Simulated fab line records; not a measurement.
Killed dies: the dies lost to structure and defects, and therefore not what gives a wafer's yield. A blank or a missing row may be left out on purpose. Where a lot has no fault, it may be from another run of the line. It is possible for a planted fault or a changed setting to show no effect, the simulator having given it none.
Which tool did it? :: flow nandHarc :: 11 lots (33 wafers sampled), 1 step of a 1302-step route

== WHAT EACH GAUGE READ, for each wafer ==
NHARC_A_BLC_INSPECT_12.
lot: L248
measured: day 22 16:32
on: defectInspect-02
rawDefectCount: 88 101 100

lot: L250
measured: day 23 07:33
on: defectInspect-02
rawDefectCount: 78 69 73

lot: L249
measured: day 23 08:47
on: defectInspect-01
rawDefectCount: 108 108 108

lot: L251
measured: day 24 12:05
on: defectInspect-02
rawDefectCount: 108 116 109

lot: L253
measured: day 25 00:22
on: defectInspect-01
rawDefectCount: 60 55 66

lot: L259
measured: day 27 08:16
on: defectInspect-02
rawDefectCount: 92 88 79

lot: L260
measured: day 27 09:36
on: defectInspect-02
rawDefectCount: 144 152 132

lot: L262
measured: day 28 17:23
on: defectInspect-02
rawDefectCount: 69 78 77

lot: L263
measured: day 29 04:35
on: defectInspect-02
rawDefectCount: 167 148 163

lot: L265
measured: day 29 10:29
on: defectInspect-02
rawDefectCount: 25 22 26

lot: L270
measured: day 31 14:26
on: defectInspect-02
rawDefectCount: 12 17 10

== EACH LOT AND THE TOOL THAT RAN IT (in order: tool; ch and the chambers of the sampled wafers; start) ==
Before these readings, the record contains no process step.

== WHAT THE TOOLS THEMSELVES READ (means of the sampled wafers that have a number; where no wafer has one, the mark that the record gives instead) ==
The record holds no such reading with a usual standard deviation.

== THE ANSWER, worked out from the rows above alone ==
Rule: the lots themselves supply what counts as usual. The widest of any qualifying gaps counts: lots, ordered by their means at a reading, are off when they make up no more than a third of the lots, leave a main group of 4 or more, and stand apart from it by 3 or more times the standard deviation of that group's means. If all means in a main group match to the digits the tables above print for the reading, that group is not used. A lot without any number at a reading at which 4 lots or more have one is off too. All remaining lots with rows at the step are treated as sound. The gauges are gone through in route order, then the tools' own readings, and for those a lot's mean is taken as printed above. At the first step where some lot is off, the reading lying furthest off is the one used; lots without a number count as furthest.
Across all readings shown, no lot is off: no conclusion can be drawn from this.

== WHAT THE SIMULATOR HAD INSERTED ==
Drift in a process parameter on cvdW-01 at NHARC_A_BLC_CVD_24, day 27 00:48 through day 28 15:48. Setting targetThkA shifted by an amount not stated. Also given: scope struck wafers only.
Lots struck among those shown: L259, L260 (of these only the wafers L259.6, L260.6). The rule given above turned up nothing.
